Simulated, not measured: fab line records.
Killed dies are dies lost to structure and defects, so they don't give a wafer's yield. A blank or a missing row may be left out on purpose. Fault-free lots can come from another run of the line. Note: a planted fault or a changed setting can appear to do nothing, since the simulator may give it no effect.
Matching of chambers + flow nand-harc + NHARC_A_WL_FILL_ALD_02 on ald-metal-02 has 4 sister chambers
The step deposits TiN, target thk 2 nm, pulse time 3 s, ald cycles 100. 4 wafers are shown with their chamber, then 11 later ones without.

== EACH WAFER AND ITS CHAMBER ==
| wafer  | chamber | heater-power-w (W) |
|--------|---------|--------------------|
| L087.1 | 2       | 1092               |
| L087.2 | 0       | 1066               |
| L087.3 | 3       | 864                |
| L087.4 | 1       | 1038               |

== WAFERS MISSING THEIR CHAMBER ==
| wafer  | heater-power-w (W) |
|--------|--------------------|
| L087.5 | 869                |
| L087.6 | 1122               |
| L091.1 | 866                |
| L091.3 | 1055               |
| L091.4 | 1092               |
| L095.2 | 880                |
| L095.3 | 1096               |
| L095.5 | 874                |
| L097.2 | 1024               |
| L097.3 | 1135               |
| L097.6 | 1061               |

== CHAMBER TAKEN BY EACH ==
| wafer  | from the rows above          | in truth |
|--------|------------------------------|----------|
| L087.5 | 3                            | 3        |
| L087.6 | can't be placed: 2 or 0      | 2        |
| L091.1 | 3                            | 3        |
| L091.3 | can't be placed: 0 or 1 or 2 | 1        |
| L091.4 | can't be placed: 2 or 0      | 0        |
| L095.2 | 3                            | 3        |
| L095.3 | can't be placed: 2 or 0      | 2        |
| L095.5 | 3                            | 3        |
| L097.2 | can't be placed: 1 or 0      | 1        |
| L097.3 | can't be placed: 2 or 0      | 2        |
| L097.6 | can't be placed: 0 or 1 or 2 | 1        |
Correctly placed: 4 of 11. These rows do not allow placing 7 (true chamber among the candidates in 7). 0 placed wrongly.
How it was worked out, from the rows above alone: a wafer's distance from a chamber is the root of the sum, over the readings, of the square of ((its reading less the chamber's mean) divided by the reading's scatter). The wafer belongs to the nearest chamber; if the next one is less than 2 further off, it can't be placed. A chamber's mean is the mean of its shown wafers. The scatter: root of mean squared gap, hidden wafer to nearest shown wafer, with one shown wafer a chamber.
